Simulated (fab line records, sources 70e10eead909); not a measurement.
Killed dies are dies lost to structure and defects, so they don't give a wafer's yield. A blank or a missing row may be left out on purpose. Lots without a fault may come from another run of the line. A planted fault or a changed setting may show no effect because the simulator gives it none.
Chamber matching | flow nand_harc | NHARC_A_ONON_D1_DEP_33 on pecvd-04: 3 sister chambers
The step deposits SiO2, target thk 200 nm. 14 wafers are shown with their chamber, then 7 later ones without.

WAFERS WITH THEIR CHAMBER
wafer  | chamber | throttle_valve_pct (%) | heater_power_w (W)
L620.4 | 2       | 17.4                   | 812
L620.5 | 0       | 15.2                   | 568
L620.6 | 1       | 16.1                   | 513
L622.2 | 2       | 17.8                   | 821
L622.4 | 2       | 17.4                   | 824
L622.5 | 1       | 16.3                   | 517
L625.1 | 0       | 15.5                   | 600
L625.2 | 1       | 16.3                   | 544
L625.4 | 2       | 17.8                   | 740
L628.1 | 0       | 15.3                   | 519
L628.3 | 1       | 16.5                   | 486
L628.6 | 2       | 17.8                   | 819
L632.3 | 1       | 15.5                   | 426
L632.4 | 1       | 15.5                   | 458

SIGNATURES (means of the wafers above)
reading            | chamber 0 | chamber 1 | chamber 2 | scatter within a chamber
throttle_valve_pct | 15.333    | 16.033    | 17.640    | 0.326
heater_power_w     | 562.33    | 490.67    | 803.20    | 40.1
Rule: a wafer's distance from a chamber is the root of the sum, over the readings, of the square of ((its reading less the chamber's mean) divided by the reading's scatter). The wafer belongs to the nearest chamber; if the next one is less than 2 further off, it can't be placed. The scatter: the root of (the sum of the squares of (reading less its chamber's mean) over the shown wafers, divided by (wafers less chambers)).

WAFERS WITHOUT THEIR CHAMBER
wafer  | throttle_valve_pct (%) | heater_power_w (W)
L632.6 | 16.1                   | 452
L635.2 | 16.1                   | 452
L635.4 | 15.8                   | 506
L635.5 | 15.8                   | 463
L640.2 | 16.6                   | 520
L640.4 | 17.4                   | 812
L640.6 | 15.8                   | 523

WHICH CHAMBER EACH WENT THROUGH
wafer  | from the rows above     | in truth
L632.6 | 1                       | 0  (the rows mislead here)
L635.2 | 1                       | 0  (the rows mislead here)
L635.4 | can't be placed: 1 or 0 | 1
L635.5 | can't be placed: 1 or 0 | 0
L640.2 | 1                       | 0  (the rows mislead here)
L640.4 | 2                       | 2
L640.6 | can't be placed: 1 or 0 | 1
Placed correctly: 1 of 7. Can't be placed from these rows: 3 (the true chamber is among the candidates in 3). Placed wrongly: 3.
